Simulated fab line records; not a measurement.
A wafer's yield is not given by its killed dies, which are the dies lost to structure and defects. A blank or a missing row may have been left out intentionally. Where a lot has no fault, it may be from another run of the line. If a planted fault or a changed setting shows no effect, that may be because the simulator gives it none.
fab line records ; flow n5Finfet
record lots=9; wafers=27; lastDay=19
route steps=1938 shown SDB@363 DUMMY_REMOVAL@378 HKMG_FIN@386 BEOL_M4@1111 PASSIVATION@1936
lots untouched by any fault: they come from a run of this same line in which no faults occurred
startH: hours from the record's opening day to when the first of the lot's shown wafers began ; waitH: hours since the lot's step before ; " identical to the entry in the row above ; L1.1+2: a row that stands for several wafers ; - value missing, or start not given ; * or withheld: withheld ; < > ~ a bound
route shown NAME@n: names a module that has steps shown in the file, with the first one's number in the route ; usual: mean and standard deviation over wafers with no fault ; same: alike in all rows ; chamber/n: place in a boat ; sites: the reading at each site ; _std_site: their standard deviation ; _edge_site: the outer-site mean with the inner-site mean subtracted ; radiusMm: how far each site lies from the wafer's centre ; mask NAME#n: copy n ; behind: tool/chamber where the wafer was last shaped ; hold: reason for holding the lot/hours on hold/outcome of the hold ; device: transistor that didn't switch, given as n, p or np ; end of line: the tests these same wafers got at the end of their route ; a step without rows: its recipe alone ; killed: the dies lost at the first sort to structure and to defects; this is not the yield of the wafer ; map: per-die view of a wafer (x killed, . not killed, _ where there is no die)
set.NAME: the setting that was run; set.NAME@STEP: the one run at that earlier step ; model.NAME: the simulator's own value behind a step, which no gauge read
the route's steps for a sample of lots (tables are steps, rows are wafers)
services: from which hour (startH, from the record's first day; less than 0 if before it) a tool's chamber was out of use, for how many hours, and why
## steps
# step N5_SDB_STRIP_21
# recipe chemistry=CF4; resist=SiARC; powerW=300; biasPowerW=75; pressureMtorr=50; cf4FlowSccm=150; rfFrequencyHz=6e+07
# usual cf4FlowSccm=149.9/0.42; drypumpMotorCurrentA=5.58/0.3; oesProductAu=0.78/0.07; rfVppV=271.8/1.3; showerheadPlenumPTorr=1.82/0.046; throttleValvePct=13.7/0.31
lot.wafer;tool;chamber;startH;waitH;cf4FlowSccm;drypumpMotorCurrentA;oesProductAu;rfHoursCounterH;rfVppV;showerheadPlenumPTorr;throttleValvePct
L426.1;rieDiel-03;3;68.68;0.0;149.8;5.15;0.76;123;272.1;1.82;13.6
L426.4;rieDiel-03;0;68.68;0.0;149.6;5.36;0.70;210;272.0;1.83;13.9
L426.6;rieDiel-03;0;68.68;0.0;149.3;5.30;0.70;-;273.5;1.83;13.9
L429.1;rieDiel-06;2;84.27;0.0;149.8;5.48;0.84;55;272.4;1.82;13.5
L429.2;rieDiel-06;3;84.27;0.0;149.5;5.10;0.73;148;271.2;1.88;13.9
L429.4;rieDiel-06;0;84.27;0.0;149.7;5.89;0.87;42;269.5;1.76;13.3
L430.1;rieDiel-06;2;89.76;0.0;150.6;5.50;0.84;56;270.4;1.82;13.5
L430.2;rieDiel-06;0;89.76;0.0;149.9;5.91;0.86;43;270.2;1.76;13.3
L430.4;rieDiel-06;3;89.76;0.0;150.0;5.11;0.74;149;272.1;1.88;13.9
L439.1;rieDiel-01;3;142.69;0.0;149.9;5.47;0.90;27;270.4;1.76;13.2
L439.2;rieDiel-01;1;142.69;0.0;150.2;5.47;0.76;162;272.0;1.87;13.8
L439.5;rieDiel-01;1;142.69;0.0;150.6;5.47;0.76;-;271.5;1.87;13.8
L440.1;rieDiel-06;1;148.10;0.0;150.1;5.65;0.72;218;272.0;1.84;14.0
L440.4;rieDiel-06;0;148.10;0.0;149.4;5.92;0.84;-;269.4;1.76;13.4
L440.5;rieDiel-06;3;148.10;0.0;150.5;5.13;0.72;-;273.2;1.87;14.0
L428.2;rieDiel-06;1;183.79;0.0;149.8;5.64;0.70;230;272.2;1.83;14.0
L428.3;rieDiel-06;2;183.79;0.0;149.1;5.52;0.81;80;271.9;1.81;13.5
L428.5;rieDiel-06;0;183.79;0.0;149.7;5.92;0.82;-;269.2;1.75;13.4
L447.1;rieDiel-01;1;200.45;0.0;149.8;5.48;0.74;183;272.9;1.87;13.9
L447.3;rieDiel-01;2;200.45;0.0;149.3;5.66;0.68;239;271.9;1.85;14.0
L447.6;rieDiel-01;2;200.45;0.0;149.6;5.68;0.68;-;272.1;1.85;14.0
L449.1;rieDiel-06;3;204.54;0.0;149.5;5.09;0.70;188;273.2;1.86;14.0
L449.3;rieDiel-06;0;204.54;0.0;150.1;5.91;0.81;83;269.7;1.75;13.4
L449.6;rieDiel-06;1;204.54;0.0;150.0;5.66;0.70;-;269.5;1.83;14.0
L448.1;rieDiel-03;3;205.48;0.0;149.8;5.15;0.72;172;271.2;1.80;13.7
L448.3;rieDiel-03;1;205.48;0.0;149.8;5.77;0.76;127;271.2;1.82;13.6
L448.4;rieDiel-03;2;205.48;0.0;150.6;6.28;0.70;214;270.2;1.77;13.7
# step N5_DUMMY_REMOVAL_STRIP_10
# recipe chemistry=N2/H2; timeS=40; powerW=100; tempC=40; pressureMtorr=100; rfFrequencyHz=6e+07; biasPowerW=3; n2FlowSccm=300; h2FlowSccm=300
# usual drypumpMotorCurrentA=5.5/0.38; oesProductAu=0.78/0.08; rfVppV=45.4/0.9; showerheadPlenumPTorr=3.44/0.098; throttleValvePct=12.32/0.24
lot.wafer;tool;chamber;startH;waitH;drypumpMotorCurrentA;oesProductAu;rfHoursCounterH;rfVppV;showerheadPlenumPTorr;throttleValvePct
L426.1;rieDiel-05;3;72.51;0.0;5.4;0.76;140;46.2;3.24;12.12
L426.4;rieDiel-05;2;72.51;0.0;5.7;0.77;120;45.5;3.25;12.33
L426.6;rieDiel-05;3;72.51;0.0;5.3;0.77;-;45.5;3.24;12.12
L429.1;rieDiel-04;1;88.01;0.0;5.0;0.77;118;45.7;3.51;12.16
L429.2;rieDiel-04;2;88.01;0.0;5.0;0.67;238;45.3;3.46;12.66
L429.4;rieDiel-04;3;88.01;0.0;5.4;0.69;199;44.7;3.37;12.57
L430.1;rieDiel-04;1;94.26;0.0;5.0;0.78;119;44.7;3.51;12.17
L430.2;rieDiel-04;2;94.26;0.0;5.0;0.67;240;45.6;3.46;12.65
L430.4;rieDiel-04;0;94.26;0.0;5.5;0.76;163;46.2;3.51;12.09
L439.1;rieDiel-05;0;146.54;0.0;5.0;0.67;240;46.6;3.49;13.00
L439.2;rieDiel-05;1;146.54;0.0;6.2;0.83;73;46.3;3.44;12.44
L439.5;rieDiel-05;0;146.54;0.0;5.0;0.67;-;45.3;3.49;12.99
L440.1;rieDiel-04;0;152.15;0.0;5.5;0.73;182;45.1;3.50;12.13
L440.4;rieDiel-04;0;152.15;0.0;5.5;0.73;-;47.0;3.50;12.14
L440.5;rieDiel-04;3;152.15;0.0;5.4;0.69;-;44.8;3.36;12.66
L428.2;rieDiel-04;1;188.23;0.0;5.0;0.75;148;44.5;3.50;12.21
L428.3;rieDiel-04;2;188.23;0.0;5.0;0.93;9;44.2;3.44;12.05
L428.5;rieDiel-04;3;188.23;0.0;5.3;0.67;-;44.1;3.35;12.68
L447.1;rieDiel-04;1;204.23;0.0;5.0;0.74;153;45.7;3.50;12.23
L447.3;rieDiel-04;2;204.23;0.0;5.0;0.92;14;45.7;3.44;12.06
L447.6;rieDiel-04;2;204.23;0.0;5.0;0.91;-;46.9;3.44;12.08
L449.1;rieDiel-04;2;208.25;0.0;5.0;0.90;16;48.1;3.44;12.06
L449.3;rieDiel-04;0;208.25;0.0;5.5;0.72;199;46.0;3.49;12.19
L449.6;rieDiel-04;1;208.25;0.0;5.0;0.74;-;43.8;3.49;12.25
L448.1;rieDiel-02;0;209.56;0.0;5.6;0.78;114;45.0;3.41;12.33
L448.3;rieDiel-02;3;209.56;0.0;5.7;0.91;21;44.5;3.60;11.93
L448.4;rieDiel-02;1;209.56;0.0;6.1;0.87;53;45.5;3.43;12.35
# step N5_HKMG_FIN_HK_ALD_01
# recipe material=HfO2; targetThkA=16; tempC=withheld; aldPrecursorFamily=HfCl4; aldCoReactant=H2O; pulseTimeS=3; purgeTimeS=3; coReactantPurgeTimeS=2.5; coReactantPulseTimeS=0.3; aldCycles=30
# usual aldCycles=30/0; coReactantPulseTimeS=0.3/0; precursorPulseHeightRel=0.998/0.019
lot.wafer;tool;chamber;startH;waitH;aldCycles;coReactantPulseTimeS;precursorPulseHeightRel
L426.1;aldHk-03;0;73.03;0.0;30;0.3;0.985
L426.4;aldHk-03;3;73.03;0.0;30;0.3;0.986
L426.6;aldHk-03;2;73.03;0.0;30;0.3;1.016
L429.1;aldHk-02;3;88.53;0.0;30;0.3;1.005
L429.2;aldHk-02;0;88.53;0.0;30;0.3;1.000
L429.4;aldHk-02;1;88.53;0.0;30;0.3;1.006
L430.1;aldHk-03;0;94.78;0.0;30;0.3;0.993
L430.2;aldHk-03;1;94.78;0.0;30;0.3;0.972
L430.4;aldHk-03;3;94.78;0.0;30;0.3;0.990
L439.1;aldHk-03;0;147.26;0.0;-;-;-
L439.2;aldHk-03;3;147.26;0.0;-;-;-
L439.5;aldHk-03;0;147.26;0.0;-;-;-
L440.1;aldHk-02;3;152.88;0.0;-;-;-
L440.4;aldHk-02;2;152.88;0.0;-;-;-
L440.5;aldHk-02;3;152.88;0.0;-;-;-
L428.2;aldHk-03;0;188.81;0.1;30;0.3;0.969
L428.3;aldHk-03;3;188.81;0.1;30;0.3;0.979
L428.5;aldHk-03;3;188.81;0.1;30;0.3;0.967
L447.1;aldHk-02;0;204.75;0.0;30;0.3;1.035
L447.3;aldHk-02;2;204.75;0.0;30;0.3;1.018
L447.6;aldHk-02;1;204.75;0.0;30;0.3;1.002
L449.1;aldHk-02;2;208.95;0.0;30;0.3;0.975
L449.3;aldHk-02;1;208.95;0.0;30;0.3;0.981
L449.6;aldHk-02;2;208.95;0.0;30;0.3;0.983
L448.1;aldHk-01;2;210.10;0.0;30;0.3;0.993
L448.3;aldHk-01;1;210.10;0.0;30;0.3;0.966
L448.4;aldHk-01;3;210.10;0.0;30;0.3;0.981
# step N5_HKMG_FIN_CD_MEAS_49
# recipe targetCdNm=202; landingEnergyEv=500; detector=seInlens; polarity=opening
# usual cdNm=202.0/0.73
lot.wafer;tool;chamber;startH;waitH;cdNm
L426.1;cdSem-03;0;73.99;-;200.8
L426.4;cdSem-03;0;73.99;-;201.3
L426.6;cdSem-03;0;73.99;-;200.5
L429.1;cdSem-02;0;89.48;-;200.9
L429.2;cdSem-02;0;89.48;-;200.5
L429.4;cdSem-02;0;89.48;-;201.2
L430.1;cdSem-02;0;95.80;-;201.8
L430.2;cdSem-02;0;95.80;-;202.5
L430.4;cdSem-02;0;95.80;-;202.4
L439.1;cdSem-01;0;148.10;-;202.1
L439.2;cdSem-01;0;148.10;-;202.7
L439.5;cdSem-01;0;148.10;-;202.3
L440.1;cdSem-02;0;153.82;-;202.3
L440.4;cdSem-02;0;153.82;-;201.8
L440.5;cdSem-02;0;153.82;-;201.8
L428.2;cdSem-03;0;190.28;-;203.0
L428.3;cdSem-03;0;190.28;-;202.7
L428.5;cdSem-03;0;190.28;-;202.0
L447.1;cdSem-01;0;205.57;-;203.1
L447.3;cdSem-01;0;205.57;-;203.2
L447.6;cdSem-01;0;205.57;-;202.9
L449.1;cdSem-02;0;209.94;-;201.5
L449.3;cdSem-02;0;209.94;-;201.8
L449.6;cdSem-02;0;209.94;-;201.7
L448.1;cdSem-02;0;211.05;-;202.7
L448.3;cdSem-02;0;211.05;-;203.3
L448.4;cdSem-02;0;211.05;-;202.9
# step N5_HKMG_FIN_THK_MEAS_70
# recipe thkMeasGauge=xrf; reads=HfO2_of_HKMG_FIN_HK_ALD_01
# usual HK_THK=1.585/0.018
lot.wafer;tool;chamber;startH;waitH;HK_THK[nm]
L426.1;filmMetro-01;-;76.78;0.2;1.576
L426.4;filmMetro-01;-;76.78;0.2;1.581
L426.6;filmMetro-01;-;76.78;0.2;1.592
L429.1;filmMetro-01;-;92.01;0.2;1.597
L429.2;filmMetro-01;-;92.01;0.2;1.589
L429.4;filmMetro-01;-;92.01;0.2;1.589
L430.1;filmMetro-01;-;98.30;0.2;1.580
L430.2;filmMetro-01;-;98.30;0.2;1.601
L430.4;filmMetro-01;-;98.30;0.2;1.568
L439.1;filmMetro-01;-;150.91;0.2;<0.001
L439.2;filmMetro-01;-;150.91;0.2;<0.001
L439.5;filmMetro-01;-;150.91;0.2;<0.001
L440.1;filmMetro-01;-;156.55;0.2;<0.001
L440.4;filmMetro-01;-;156.55;0.2;<0.001
L440.5;filmMetro-01;-;156.55;0.2;<0.001
L428.2;filmMetro-02;-;193.11;0.2;1.562
L428.3;filmMetro-02;-;193.11;0.2;1.555
L428.5;filmMetro-02;-;193.11;0.2;1.572
L447.1;filmMetro-02;-;208.11;0.2;1.565
L447.3;filmMetro-02;-;208.11;0.2;1.601
L447.6;filmMetro-02;-;208.11;0.2;1.580
L449.1;filmMetro-02;-;212.89;0.2;1.574
L449.3;filmMetro-02;-;212.89;0.2;1.572
L449.6;filmMetro-02;-;212.89;0.2;1.553
L448.1;filmMetro-02;-;213.84;0.2;1.609
L448.3;filmMetro-02;-;213.84;0.2;1.579
L448.4;filmMetro-02;-;213.84;0.2;1.568
# step N5_BEOL_M4_RC_MEAS_101
# usual DIBL_N=36.1/1.6; DIBL_P=35.7/1.8; IOFF_N=0.159/0.027; IOFF_P=0.21/0.03; ION_N=673/10; ION_P=462/7.4; SS_N=71.4/0.56; SS_P=73.2/0.61; VT_N=249.7/3; VT_P=-250/3.1
lot.wafer;tool;chamber;startH;waitH;DIBL_N[mV/V];DIBL_P[mV/V];IOFF_N[nA/um];IOFF_P[nA/um];ION_N[uA/um];ION_P[uA/um];SS_N[mV/dec];SS_P[mV/dec];VT_N[mV];VT_P[mV]
L426.1;prober-01;0;166.24;0.0;33.2;33.2;0.118;0.19;664;460;70.7;72.6;253.6;-248
L426.4;prober-01;0;166.24;0.0;34.0;35.0;0.134;0.22;661;466;71.5;73.1;251.4;-249
L426.6;prober-01;0;166.24;0.0;32.9;32.9;0.122;0.19;661;459;71.3;72.2;250.9;-250
L429.1;prober-02;0;183.10;0.0;33.5;30.8;0.133;0.20;683;480;70.9;72.1;249.5;-248
L429.2;prober-02;0;183.10;0.0;35.2;33.0;0.156;0.23;686;476;70.7;72.6;249.5;-246
L429.4;prober-02;0;183.10;0.0;37.1;34.6;0.187;0.26;677;471;72.3;73.4;245.7;-244
L430.1;prober-02;0;185.16;0.0;37.9;37.4;0.156;0.19;664;448;71.6;73.6;252.5;-253
L430.2;prober-02;0;185.16;0.0;36.6;35.8;0.136;0.18;662;451;71.7;73.1;253.1;-254
L430.4;prober-02;0;185.16;0.0;39.2;38.7;0.189;0.24;678;458;72.0;73.8;248.9;-251
L428.2;prober-02;0;307.72;0.2;35.2;36.1;0.172;0.23;691;479;71.9;73.7;247.3;-247
L428.3;prober-02;0;307.72;0.2;34.6;35.4;0.143;0.23;664;471;71.3;73.3;251.2;-246
L428.5;prober-02;0;307.72;0.2;35.8;36.3;0.170;0.24;680;468;71.6;74.1;250.4;-246
L447.1;prober-01;0;309.25;0.0;37.1;36.8;0.195;0.23;678;461;71.9;72.9;247.2;-250
L447.3;prober-01;0;309.25;0.0;35.3;34.9;0.147;0.19;672;457;71.5;72.3;251.9;-253
L447.6;prober-01;0;309.25;0.0;36.2;36.0;0.178;0.22;677;463;72.2;72.4;249.4;-250
L449.1;prober-02;0;328.91;0.0;34.9;33.0;0.124;0.19;667;465;70.6;72.9;250.1;-249
L449.3;prober-02;0;328.91;0.0;40.0;39.2;0.210;0.30;684;473;71.4;75.1;246.3;-246
L449.6;prober-02;0;328.91;0.0;37.2;35.1;0.147;0.23;675;478;70.6;73.6;249.8;-248
L448.1;prober-01;0;341.71;0.0;35.2;34.8;0.156;0.22;662;460;71.1;73.1;247.2;-244
L448.3;prober-01;0;341.71;0.0;34.7;33.7;0.139;0.20;670;468;70.9;72.1;251.6;-245
L448.4;prober-01;0;341.71;0.0;36.7;36.9;0.201;0.26;694;482;71.0;73.1;243.3;-242
# step N5_PASSIVATION_PROBE_49
# usual defectLimitedYield=91.0/1.3; killed_at_M0_to_M3=33/10; killed_at_M4_up=14/5.6; killedAtContacts=12/5.8; killedAtFrontEnd=43/11; killedAtOther=4.1/2.8; killedDies=106/15; killedOnRim=14/3.9; killedOpen=70/12; killedShort=34/7.5; sort_bin_5_function=5.3/0.88; sort_bin_6_memory=3.3/0.64; sortNPass=1074/15; sortYieldPct=91.0/1.3
# same grossDies=1180; killedAtBackSide=0; sort_bin_4_leakage[%]=0; sort_bin_8_speed[%]=0
lot.wafer;tool;chamber;startH;waitH;defectLimitedYield[%];killed_at_M0_to_M3;killed_at_M4_up;killedAtContacts;killedAtFrontEnd;killedAtOther;killedDies;killedOnRim;killedOpen;killedShort;sort_bin_5_function[%];sort_bin_6_memory[%];sortNPass;sortYieldPct[%]
L439.1;prober-02;-;357.25;0.0;0;31;18;4;1125;2;1180;152;59;26;96.9;3.1;0;0
L439.2;prober-02;-;357.30;0.1;0;43;18;5;1111;3;1180;152;73;34;95.9;3.8;0;0
L439.5;prober-02;-;357.45;0.2;0;35;16;7;1117;5;1180;152;59;37;97.4;2.2;0;0
L440.1;prober-01;-;364.86;0.0;0;28;11;17;1120;4;1180;152;55;29;97.1;2.6;0;0
L440.4;prober-01;-;365.01;0.2;0;27;11;5;1132;5;1180;152;55;25;97.0;2.6;0;0
L440.5;prober-01;-;365.06;0.2;0;24;8;9;1126;13;1180;152;53;27;97.2;2.4;0;0
# killed by level:class
L439.1 HKMG_FIN:areaAld=1091 BEOL_M4:geometricParticle:open=11 STI_FIN_REVEAL:geometricParticle:open=8 BEOL_M0_SAQP:geometricParticle:short=8 BEOL_M0_SAQP:geometricParticle:open=6 BEOL_M2:geometricParticle:open=5 FIN_SAQP:geometricParticle:short=4 MOL_CONTACT_COAG:geometricParticle:open=4
L439.2 HKMG_FIN:areaAld=1070 BEOL_M4:geometricParticle:open=12 BEOL_M3:geometricParticle:open=11 STI_FIN_REVEAL:geometricParticle:open=10 FIN_SAQP:geometricParticle:short=9 BEOL_M0_SAQP:geometricParticle:short=7 BEOL_M0_SAQP:geometricParticle:open=7 BEOL_M1:geometricParticle:open=7
L439.5 HKMG_FIN:areaAld=1084 BEOL_M4:geometricParticle:open=12 BEOL_M0_SAQP:geometricParticle:short=11 STI_FIN_REVEAL:geometricParticle:open=10 BEOL_M0_SAQP:geometricParticle:open=10 MOL_CONTACT_COAG:geometricParticle:open=5 STI_FIN_REVEAL:geometricParticle:short=4 BEOL_M2:geometricParticle:open=4
L440.1 HKMG_FIN:areaAld=1095 MOL_CONTACT_COAG:geometricParticle:open=14 BEOL_M0_SAQP:geometricParticle:short=9 FIN_SAQP:geometricParticle:open=7 FIN_SAQP:geometricParticle:short=6 BEOL_M1:geometricParticle:open=6 BEOL_M4:geometricParticle:open=6 BEOL_M0_SAQP:geometricParticle:open=5
L440.4 HKMG_FIN:areaAld=1099 BEOL_M0_SAQP:geometricParticle:open=10 FIN_SAQP:geometricParticle:open=8 BEOL_M0_SAQP:geometricParticle:short=6 BEOL_M2:geometricParticle:open=6 FIN_SAQP:geometricParticle:short=4 ILD0:geometricParticle:open=4 MOL_CONTACT_COAG:geometricParticle:open=4
L440.5 HKMG_FIN:areaAld=1100 MOL_CONTACT_COAG:geometricParticle:open=9 BEOL_M0_SAQP:geometricParticle:short=8 FIN_SAQP:geometricParticle:short=7 FIN_SAQP:geometricParticle:open=6 STI_FIN_REVEAL:geometricParticle:open=6 BEOL_M1:geometricParticle:open=5 BEOL_M2:geometricParticle:open=5
## services
tool;chamber;startH;hours;kind
rieDiel-02;3;50.39;12.1;repair
rieDiel-04;-;54.55;14.6;pm
rieDiel-02;3;66.11;4.3;repair
rieDiel-05;0;66.63;1.9;repair
aldHk-01;-;83.38;2.8;pm
rieDiel-01;2;87.98;4.9;repair
rieDiel-04;-;95.90;0.4;repair
rieDiel-01;3;105.08;9.1;repair
rieDiel-01;0;113.19;5.2;repair
rieDiel-06;2;113.32;8.0;repair
rieDiel-05;2;128.71;1.6;repair
rieDiel-04;2;130.35;-;clean
rieDiel-04;2;130.35;-;consumableReplace:focusRing
rieDiel-04;2;130.35;22.3;scheduledDown
rieDiel-04;2;130.35;22.3;ventCycle
rieDiel-05;-;139.60;0.4;repair
rieDiel-06;2;144.85;12.2;repair
rieDiel-03;0;170.10;5.9;repair
rieDiel-02;-;180.09;1.3;repair
rieDiel-05;0;181.45;-;clean
rieDiel-05;0;181.45;-;consumableReplace:focusRing
rieDiel-05;0;181.45;24.0;scheduledDown
aldHk-03;-;190.21;0.2;repair
rieDiel-01;0;198.22;3.0;repair
## key
firstSign step=N5_HKMG_FIN_HK_ALD_01; reading=toolRecord; direction=missing
effect step=N5_HKMG_FIN_THK_MEAS_70; reading=HK_THK; direction=down; sigmas=90; usual=1.585; struck=<0.001
effect step=N5_PASSIVATION_PROBE_49; reading=sort_bin_5_function; direction=up; sigmas=99+; usual=5.3; struck=96.9
moreKillsBornAt N5_HKMG_FIN_HK_ALD_01@aldHk-02=3294; N5_HKMG_FIN_HK_ALD_01@aldHk-03=3245
metAt N5_HKMG_FIN_HK_ALD_01
struckLots L439,L440
laterRowsLeftOut L439.1,L439.2,L439.5,L440.1,L440.4,L440.5
notActingAt N5_SDB_STRIP_21,N5_DUMMY_REMOVAL_STRIP_10,N5_HKMG_FIN_CD_MEAS_49
onsetBetween 94.78 147.26
fault kind=skippedStepWhole; tool=aldHk-02,aldHk-03; chamber=-; onsetH=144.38; steps=N5_HKMG_FIN_HK_ALD_01; scope=struckLotsOnly
# laterRowsLeftOut: the simulator's readings of these wafers behind a module that went badly wrong aren't trusted and aren't shown, but for the sort
